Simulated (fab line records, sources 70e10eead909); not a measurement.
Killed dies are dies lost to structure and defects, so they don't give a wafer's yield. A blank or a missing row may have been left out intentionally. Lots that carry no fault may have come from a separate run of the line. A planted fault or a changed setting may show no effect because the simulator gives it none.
One fault seen from 2 desks / flow nand-harc / each desk holds nothing but its own numbers, with what lay behind them at the end

== METROLOGY DESK ==
Lot by lot, what the gauges showed, no matter which tool ran the lot: averages of those sampled wafers that carry a number. The brackets show how far a lot's mean lies from the usual mean; more than 4 standard deviations puts the lot out of limits, marked OUT.
Columns: A = thk-nm at NHARC_A_ONON_D2_THK_MEAS_02, usual 1001 nm
lot=L223; first seen here=day 12 19:56; A=1030
lot=L225; first seen here=day 13 20:03; A=986
lot=L226; first seen here=day 14 00:37; A=992
lot=L227; first seen here=day 14 11:17; A=761 (-18) OUT
lot=L228; first seen here=day 15 10:06; A=828 (-13) OUT
lot=L229; first seen here=day 15 10:44; A=678 (-25) OUT
lot=L237; first seen here=day 18 07:46; A=997
lot=L238; first seen here=day 18 21:59; A=1012
lot=L239; first seen here=day 18 22:10; A=1008
lot=L240; first seen here=day 19 17:48; A=999
lot=L241; first seen here=day 20 06:12; A=995
lot=L242; first seen here=day 20 21:45; A=1005
lot=L244; first seen here=day 21 15:47; A=998
lot=L243; first seen here=day 21 15:52; A=1002
lot=L245; first seen here=day 21 22:45; A=983
This desk's verdict: out of limits on L227, L228, L229, starting with L227 at day 14 11:17 (thk-nm at NHARC_A_ONON_D2_THK_MEAS_02). In limits: L223, L225, L226, L237, L238, L239, L240, L241, L242, L244, L243, L245.

== TOOL OWNER'S DESK, pecvd-onon-02 ==
The tool's own readings at NHARC_A_ONON_D2_DEP_00 (target thk 1000 nm): means of the sampled wafers that have a number, for each lot that ran on this tool. The brackets show how far a lot's mean lies from the usual mean; more than 4 standard deviations puts the lot out of limits, marked OUT.
Columns: A = n2o-flow-sccm at NHARC_A_ONON_D2_DEP_00, usual 1998 sccm; B = susceptor-temp-C at NHARC_A_ONON_D2_DEP_00, usual 399.97 C
lot=L225; first seen here=day 13 19:32; A=1999; B=399.74
lot=L227; first seen here=day 14 10:54; A=1991; B=399.69
lot=L228; first seen here=day 15 09:35; A=2006; B=399.85
lot=L229; first seen here=day 15 10:23; A=1994; B=400.18
lot=L237; first seen here=day 18 07:19; A=2000; B=399.96
lot=L239; first seen here=day 18 21:42; A=2001; B=400.03
lot=L240; first seen here=day 19 17:17; A=1995; B=400.14
lot=L244; first seen here=day 21 15:27; A=2003; B=400.05
lot=L245; first seen here=day 21 22:15; A=1999; B=399.79
This desk found nothing out of limits on any of the 9 lots.

== PUT TOGETHER ==
An alarm was possible from the metrology desk at day 14 11:17, on L227, L228, L229.
Nothing out of limits was seen by the tool owner's desk.
The tool owner's desk has L227, L228, L229 on record, within its limits.
The lots listed all ran NHARC_A_ONON_D2_DEP_00 on pecvd-onon-02.

== WHAT THE SIMULATOR HAD INSERTED ==
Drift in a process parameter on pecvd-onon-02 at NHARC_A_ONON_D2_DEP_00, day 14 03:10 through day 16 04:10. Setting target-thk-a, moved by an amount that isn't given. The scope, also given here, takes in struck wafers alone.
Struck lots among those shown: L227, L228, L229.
Per desk, hours elapsed from the start of the fault to the first reading out of limits: for the metrology desk, 8.
